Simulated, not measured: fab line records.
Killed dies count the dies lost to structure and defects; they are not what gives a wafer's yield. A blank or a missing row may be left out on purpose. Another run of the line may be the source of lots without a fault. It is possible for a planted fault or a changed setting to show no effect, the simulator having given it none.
Problem report in the 8D (eight disciplines) form, filled by code / flow n5Finfet / the parts of the form that need people (team, actions taken, sign-off) are left out

## 1. THE PROBLEM
Mean of etchRfOnTimeS at N5_FIN_SAQP_HM_OPEN_33: 54.2 s across 4 wafers in 3 lots; on wafers with no fault it is 70.2 s (standard deviation 1.9). That puts it -8.4 standard deviations away from the usual mean.
The step: chemistry CH3F/O2, target SiNx, target depth 49.4 nm, time 70.6 s.
First observed at day 7 03:59: wafer L967.5, on rieDiel-03. Wafers with a number at this step in the record: 31, from 11 lots. The rule behind "out" and "out of limits": a value lying over 4 standard deviations away from the usual mean. The rest of the wafers with a number are treated as sound.

## 2. WHAT IT IS, WHAT IT ISN'T
question=which readings at this step | is=etchRfOnTimeS | is not=drypumpMotorCurrentA, oesProductAu, rfVppV, showerheadPlenumPTorr, throttleValvePct
question=which lots | is=L967, L968, L969 | is not=L947, L950, L951, L954, L956, L959, L964, L970
question=which wafers of those lots | is=L967.5, L968.4, L969.4, L969.5 | is not=L967.2, L967.6, L968.1, L968.3, L969.6
question=read on which tools | is=rieDiel-03, rieDiel-06 | is not=rieDiel-01
question=when | is=from day 7 03:59 | is not=up to then (21 sound wafers); but 6 sound wafers of L968, L969, L970 came after

## 3. SUSPECTS, AND WHAT RULES EACH OUT
Counting: a tool at a process step up to the reading stays a suspect if it ran every lot that is out. Sound lots after the first of them don't rule it out here, since some wafers of a struck lot are sound.
- rieSi-04 at N5_FIN_SAQP_MANDREL_ETCH_58 (etches a-Si in HBr/Cl2, stops on SiNx, target depth 45 nm, bt time 10 s, time 27 s): kept. Every lot that is out went through it, the first being L967 (day 7 02:02); the last sound lot it ran before that was L964 (day 6 06:53).
Remaining after the count: rieSi-04 at N5_FIN_SAQP_MANDREL_ETCH_58.

## 4. THE CAUSE (what the simulator had put in)
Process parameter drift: rieSi-04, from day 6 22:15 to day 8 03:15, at N5_FIN_SAQP_MANDREL_ETCH_58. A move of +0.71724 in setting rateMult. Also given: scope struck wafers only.
Counting left only this tool.

## 5. THE CHAIN OF EFFECTS, in route order
Rows list readings where the struck wafers' mean (over those with a number) sits beyond 3 standard deviations from the usual. Only readings whose record carries a usual standard deviation are examined. hours: median over the lots of the time between each lot's start at the first step of this table that gives one and its start at this step. sigmas: the change, counted in usual standard deviations.
hours=0; step=N5_FIN_SAQP_HM_OPEN_33; reading=etchRfOnTimeS; usual=70.2 s; on struck wafers=54.2; change=-16.0; sigmas=-8.4
Its process steps:
- N5_FIN_SAQP_HM_OPEN_33: chemistry CH3F/O2, target SiNx, target depth 49.4 nm, time 70.6 s.

## 6. HOW IT WOULD HAVE BEEN CAUGHT EARLIER
In this record no reading fell out of limits until day 7 03:59, 6 hours after the fault had begun at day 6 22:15.
No tool reading at N5_FIN_SAQP_MANDREL_ETCH_58 that has a usual standard deviation in the record was out on any struck wafer, so an alarm limit of 4 standard deviations on those readings would not have fired.
Among the 3 lots that are out, L968, L969 began N5_FIN_SAQP_MANDREL_ETCH_58 on rieSi-04 after day 7 03:59. A hold on the tool at that time would have spared those 2.
